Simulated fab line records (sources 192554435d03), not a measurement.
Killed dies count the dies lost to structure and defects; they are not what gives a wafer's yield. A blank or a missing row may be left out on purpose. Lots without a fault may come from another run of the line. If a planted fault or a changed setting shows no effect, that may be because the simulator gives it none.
Problem report in the 8D (eight disciplines) form, filled by code :: flow n5 finfet :: the parts of the form that need people (team, actions taken, sign-off) are left out

== 1. PROBLEM STATEMENT ==
Mean of run length s at N5_BEOL_M6_VIA_ETCH_34: 77.6 s across 3 wafers in 3 lots; on wafers with no fault it is 74.5 s (standard deviation 0.38). That is +8.2 standard deviations from the usual mean.
The step: etches SiCOH lowk in C4F6/O2, target depth 126.3 nm, time 50.9 s.
The first sign was on wafer L781.3 at day 13 22:33, on rie diel-03. At this step, 28 wafers from 10 lots have a number in the record. The rule behind "out" and "out of limits": a value lying over 4 standard deviations away from the usual mean. The rest of the wafers with a number are treated as sound.

== 2. WHAT IT IS, AND WHAT IT ISN'T ==
question: which readings at this step
is: run length s
is not: drypump motor current A, oes_f_703_au, oes product au, rf fwd power W, rf vpp V, showerhead plenum p Torr, throttle valve pct

question: which lots
is: L781, L782, L783
is not: L766, L767, L769, L771, L780, L784, L785

question: which wafers of those lots
is: L781.3, L782.5, L783.5
is not: L781.1, L782.1, L783.1, L783.6

question: read on which tools
is: rie diel-03
is not: rie diel-02, rie diel-05

question: when
is: from day 13 22:33
is not: up to then (16 sound wafers); but 9 sound wafers of L782, L783, L784, L785 came after

== 3. WHAT RULES OUT EACH SUSPECT ==
Counting: if a tool at a process step up to the reading ran every lot that is out, it stays a suspect. Sound lots after the first of them don't rule it out here, since some wafers of a struck lot are sound.
- rie diel-03 at N5_BEOL_M6_ETCH_65 (etches SiARC in CF4, target depth 15.6 nm, time 26 s): kept. It ran every lot that is out, first L781 (day 13 22:25); its last sound lot up to then is L767 (day 11 00:32).
- rie diel-03 at N5_BEOL_M6_VIA_ETCH_34 (etches SiCOH lowk in C4F6/O2, target depth 126.3 nm, time 50.9 s): kept. It ran every lot that is out, first L781 (day 13 22:33); its last sound lot up to then is L767 (day 11 00:40). Its own readings are out on those wafers: run length s.
After counting, rie diel-03 at N5_BEOL_M6_ETCH_65 and rie diel-03 at N5_BEOL_M6_VIA_ETCH_34 remain.

== 4. THE CAUSE (what the simulator had put in) ==
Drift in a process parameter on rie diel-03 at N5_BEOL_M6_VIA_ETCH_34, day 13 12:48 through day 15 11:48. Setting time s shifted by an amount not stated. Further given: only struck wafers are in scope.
This tool is one of the 2 suspects left after counting.

== 5. THE CHAIN OF EFFECTS, in route order ==
Rows list readings where the struck wafers' mean (over those with a number) sits beyond 3 standard deviations from the usual. Readings are gone through only where the record gives a usual standard deviation; hours: the median, over the lots, of the time from a lot's start at the first step in this table giving one to that lot's start at this step; sigmas: the change measured in usual standard deviations.
hours: 0
step: N5_BEOL_M6_VIA_ETCH_34
reading: run length s
usual: 74.5 s
on struck wafers: 77.6
change: +3.1
sigmas: +8.2
Here are the process steps it includes:
- N5_BEOL_M6_VIA_ETCH_34: etches SiCOH lowk in C4F6/O2, target depth 126.3 nm, time 50.9 s.

== 6. HOW IT WOULD HAVE BEEN CAUGHT EARLIER ==
10 hours passed between the start of the fault at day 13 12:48 and the first reading out of limits in this record, taken at day 13 22:33.
